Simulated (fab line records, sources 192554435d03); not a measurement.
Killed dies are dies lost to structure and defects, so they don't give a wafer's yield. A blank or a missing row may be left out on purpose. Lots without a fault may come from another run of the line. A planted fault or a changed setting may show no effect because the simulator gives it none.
Split-lot experiment | flow n5_finfet | 7 lots, 39 wafers read, on a route of 1938 steps

THE SPLIT
At N5_GATE_CUT_HM_DEP_46 (deposits SiO2 from TEOS/O2, target thk 130 nm, time 26.6 s), the setting target_thk_a was moved away from the recipe's 1300 angstrom on 12 of the 39 wafers read, by -41.7% to +20.2%. The other wafers ran this setting at the recipe's value.

FROM THE SPLIT TO THE READING: what the file shows between them, 9 steps
- N5_GATE_CUT_COAT_34: time 60 s, resist thk 60 nm
- N5_GATE_CUT_COAT_35: time 60 s, resist thk 10 nm
- N5_GATE_CUT_STRIP_38: strips in N2/H2
- N5_GATE_CUT_STRIP_39: strips in N2/H2
- N5_GATE_CUT_HM_OPEN_40: chemistry C4F6/O2, target SiO2, target depth 139 nm, time 85.1 s
- N5_GATE_CUT_STRIP_41: strips in CF4
- N5_GATE_CUT_STRIP_42: strips in O2
- N5_GATE_CUT_ALD_22: deposits SiNx, target thk 16 nm, pulse time 1 s, ald cycles 320
- N5_GATE_CUT_CMP_23: polishes, stops on SiO2, t overpolish 23.4 s, target thk 16 nm

THE READING
GC_FILL_THK, in nm, at N5_GATE_CUT_THK_MEAS_24. Fault-free wafers of this fab line usually give 219.7 nm, standard deviation 1.9 nm.

wafer  | tool, chamber at the split | target_thk_a as run, angstrom | against the recipe | GC_FILL_THK, nm | against lot-mates on the recipe
L078.1 | pecvd-01, 1                | 1300                          | recipe             | 219.5           | -
L078.2 | pecvd-01, 2                | 1300                          | recipe             | 219.4           | -
L078.3 | pecvd-01, 0                | 1300                          | recipe             | 218.6           | -
L078.4 | pecvd-01, 0                | 1300                          | recipe             | 219.9           | -
L078.5 | pecvd-01, 1                | 1300                          | recipe             | 221.8           | -
L078.6 | pecvd-01, 2                | 1300                          | recipe             | 219.7           | -
L080.1 | pecvd-03, 1                | 1300                          | recipe             | 220.2           | -
L080.2 | pecvd-03, 0                | 1300                          | recipe             | 220.4           | -
L080.3 | pecvd-03, 2                | 1300                          | recipe             | 217.7           | -
L080.4 | pecvd-03, 2                | 1300                          | recipe             | 221.5           | -
L080.5 | pecvd-03, 0                | 1300                          | recipe             | 222.6           | -
L080.6 | pecvd-03, 1                | 1300                          | recipe             | 224.2           | -
L082.1 | pecvd-03, 1                | 920.8                         | -29.2%             | 182.1           | -36.2
L082.2 | pecvd-03, 2                | 1300                          | recipe             | 218.2           | -
L082.3 | pecvd-03, 0                | 1300                          | recipe             | 217.4           | -
L082.4 | pecvd-03, 0                | 920.8                         | -29.2%             | 181.2           | -37.1
L082.5 | pecvd-03, 2                | 920.8                         | -29.2%             | 180.9           | -37.4
L082.6 | pecvd-03, 1                | 1300                          | recipe             | 219.2           | -
L085.1 | pecvd-04, 0                | 1300                          | recipe             | 221.7           | -
L085.2 | pecvd-04, 2,1              | 1555                          | +19.6%             | 243.3           | +22.4
L085.3 | pecvd-04, 2,1              | 1555                          | +19.6%             | 244.6           | +23.7
L085.4 | pecvd-04, 0                | 1300                          | recipe             | 220.7           | -
L085.5 | pecvd-04, 1                | 1300                          | recipe             | 220.2           | -
L085.6 | pecvd-04, 2                | 1555                          | +19.6%             | 247.2           | +26.3
L086.1 | pecvd-04, 0                | 1563                          | +20.2%             | 248.6           | +25.9
L086.2 | pecvd-04, 2                | 1300                          | recipe             | 220.6           | -
L086.3 | pecvd-04, 1                | 1563                          | +20.2%             | 247.7           | +25.0
L086.4 | pecvd-04, 2                | 1563                          | +20.2%             | 247.8           | +25.1
L086.5 | pecvd-04, 0                | 1300                          | recipe             | 225.5           | -
L086.6 | pecvd-04, 1                | 1300                          | recipe             | 222.1           | -
L089.2 | pecvd-03, 1,0              | 1300                          | recipe             | 219.1           | -
L089.3 | pecvd-03, 0                | 1300                          | recipe             | 219.6           | -
L089.6 | pecvd-03, 1,0              | 1300                          | recipe             | 219.6           | -
L092.1 | pecvd-04, 0                | 1300                          | recipe             | 218.0           | -
L092.2 | pecvd-04, 1                | 1300                          | recipe             | 217.1           | -
L092.3 | pecvd-04, 2                | 758.4                         | -41.7%             | 164.4           | -54.1
L092.4 | pecvd-04, 2,0              | 758.4                         | -41.7%             | 167.1           | -51.4
L092.5 | pecvd-04, 2,0              | 758.4                         | -41.7%             | 165.3           | -53.2
L092.6 | pecvd-04, 1                | 1300                          | recipe             | 220.5           | -
Where a row lists several chambers, the file gives one row for several wafers and doesn't say which wafer went through which chamber.

THE FIT
A straight line over all 39 wafers: GC_FILL_THK changes by +1.32 nm for each +1% of target_thk_a; r = +1.00; the points scatter about the line by 1.8 nm.
The same after taking each lot's own level away (the mean of its wafers on the recipe; 39 wafers): +1.26 nm for each +1%; r = +1.00; scatter 1.3 nm.
On that fit, the largest move of target_thk_a shifts the reading by 53 nm.
The lots' own levels span 218.27 to 222.73 nm, that is 2.4 times the standard deviation above.
So the lot-to-lot level changes the slope little: the two slopes agree.
Check: with one of the wafers moved furthest among these (-41.7%) left out of the fit, the line predicts -52.3 nm for it against its lot-mates. It came out at -54.1 nm against them.

OTHER SPLITS ON THESE WAFERS
These wafers also went through other splits before the reading. Each is held against what the fit with the lots' levels taken away leaves over:
other split on the same wafers        | wafers away from the commonest value | r with GC_FILL_THK (lot level and that fit taken away)
N5_WELL_APT_DEVELOP_07 develop_time_s | 15                                   | -0.07

THE WHOLE CHAIN: every reading that the file lists as answering this split, in the file's order
step                    | what it does                                                     | reading                                                                            | change (the file's fit)                | r (the file's)
N5_GATE_CUT_HM_DEP_46   | deposits SiO2 from TEOS/O2, target thk 130 nm, time 26.6 s       | SiO2_of_GATE_CUT_HM_DEP_46.thk_nm (the simulator's own value, which no gauge read) | +1.26 nm for each +1% of the setting   | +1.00
N5_GATE_CUT_HM_OPEN_40  | chemistry C4F6/O2, target SiO2, target depth 139 nm, time 85.1 s | etch_rf_on_time_s                                                                  | withheld for each +1% of the setting   | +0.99
N5_GATE_CUT_HM_OPEN_40  | chemistry C4F6/O2, target SiO2, target depth 139 nm, time 85.1 s | etch.depth_nm (the simulator's own value, which no gauge read)                     | +1.26 nm for each +1% of the setting   | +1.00
N5_GATE_CUT_HM_OPEN_40  | chemistry C4F6/O2, target SiO2, target depth 139 nm, time 85.1 s | SOC_of_GATE_CUT_COAT_34.thk_nm (the simulator's own value, which no gauge read)    | -0.267 nm for each +1% of the setting  | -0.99
N5_GATE_CUT_THK_MEAS_24 |                                                                  | GC_FILL_THK                                                                        | +1.26 for each +1% of the setting      | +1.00
N5_GATE_CUT_CMP_43      | polishes SiO2                                                    | SiO2_of_GATE_CUT_HM_DEP_46.thk_nm (the simulator's own value, which no gauge read) | +0.0613 nm for each +1% of the setting | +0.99

THE FILE'S OWN FIT
GC_FILL_THK changes by +1.26 nm for each +1% of target_thk_a, r = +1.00.
